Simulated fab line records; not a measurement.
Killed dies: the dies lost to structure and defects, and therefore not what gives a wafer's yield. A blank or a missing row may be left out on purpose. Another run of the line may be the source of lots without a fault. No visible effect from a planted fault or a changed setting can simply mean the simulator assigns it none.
Comparing a struck lot with a sound one -- flow nand harc -- 15 out of 1302 route steps
Sound: these wafers, L122.1, L122.2, L122.4. Wafers L120.1, L120.3, L120.6 were the ones struck. The cause comes at the end.
Order at every step that has rows: each side's tool, ch and its chambers, its first start. Under that, the readings that differ: sound wafers -- struck wafers -- difference of the means -- sigmas: that difference in standard deviations of wafers without a fault.
alike: readings whose means differ by less than 2 such deviations, and words and numbers that are the same on both sides. not compared: withheld readings, readings that some wafer has no value for, bounds like >300 that may hide the same value, and numbers for which the record gives no deviation and whose values overlap.
The two part at a step that has a row with sigmas, a row that says differs or no value, or rows on one side only. Numbers that have no deviation but don't overlap get no sigmas and don't part them. Lack of a reading on every wafer of one side parts them only where that side has two or more wafers.

first, 1 step without rows for these wafers: NHARC_A_DECK1_JOINT_SRD_15.
NHARC_A_DECK1_JOINT_DEP_16: deposits SiO2, target thk 45 nm.
  sound on pecvd-04 ch 1,2, day 22 00:44; struck on pecvd-04 ch 0,1, day 20 11:11
  alike: heater power w, throttle valve pct
NHARC_A_DECK1_JOINT_THK_MEAS_17: measures by ellipsometry.
  struck on film metro-02, day 20 11:26; sound on film metro-01, day 22 00:59
  alike: thk nm
NHARC_A_DECK1_JOINT_INSPECT_05:
  struck on defect inspect-02, day 20 11:28; sound on defect inspect-01, day 22 01:02
  alike: raw defect count
then, 1 step without rows for these wafers: NHARC_A_ONON_D2_DEP_00 (target thk 1000 nm).
NHARC_A_ONON_D2_THK_MEAS_02: measures by ellipsometry.
  struck on film metro-02, day 20 12:02; sound on film metro-02, day 22 01:36
reading,sound,struck,difference,sigmas
thk nm (nm),1011 1012 1012,994 994 994,-18,-2
then, 1 step without rows for these wafers: NHARC_A_ONON_D2_DEP_03 (target thk 1000 nm).
NHARC_A_ONON_D2_THK_MEAS_05: measures by ellipsometry.
  struck on film metro-02, day 20 12:36; sound on film metro-01, day 22 02:10
reading,sound,struck,difference,sigmas
thk nm (nm),1012 1014 1014,988 989 989,-25,-3
then, 1 step without rows for these wafers: NHARC_A_ONON_D2_DEP_06 (target thk 1000 nm).
NHARC_A_ONON_D2_THK_MEAS_08: measures by ellipsometry.
  struck on film metro-02, day 20 13:10; sound on film metro-01, day 22 02:43
  alike: thk nm
then, 1 step without rows for these wafers: NHARC_A_ONON_D2_DEP_09 (target thk 1000 nm).
NHARC_A_ONON_D2_THK_MEAS_11: measures by ellipsometry.
  struck on film metro-02, day 20 13:44; sound on film metro-01, day 22 03:17
  alike: thk nm
NHARC_A_ONON_D2_DEP_12: target thk 1000 nm.
  sound on pecvd onon-02 ch 0, day 22 03:20; struck on pecvd onon-03 ch 0, day 20 13:47
  alike: n2o flow sccm
NHARC_A_ONON_D2_THK_MEAS_14: measures by ellipsometry.
  struck on film metro-02, day 20 14:28; sound on film metro-01, day 22 03:52
reading,sound,struck,difference,sigmas
thk nm (nm),991 991 991,662 661 660,-330,-33
  not compared: hold
-- the record jumps here: 12 days lie between the struck wafers' starts before and after (it left off in module A_ONON_D2 and takes up again in module END, whose first step shown is number 1302 of the route) --
NHARC_END_SORT_01:
  sound on prober-01 ch 0, day 33 18:03; struck on prober-01 ch 0, day 32 11:40
reading,sound,struck,difference,sigmas
hold,- - -,await dispo/3.8h/scrap await dispo/3.8h/scrap await dispo/3.8h/scrap,no value on the sound wafers,
killed at array,63 61 40,673 674 673,+619,+29
killed dies,65 62 44,677 677 677,+620,+30
  alike: killed at other, killed at periphery, killed open, killed short

## WHERE THEY PART
At NHARC_A_ONON_D2_THK_MEAS_02 first; at NHARC_END_SORT_01 last (within this record only).

WHY: what had been put in by the simulator
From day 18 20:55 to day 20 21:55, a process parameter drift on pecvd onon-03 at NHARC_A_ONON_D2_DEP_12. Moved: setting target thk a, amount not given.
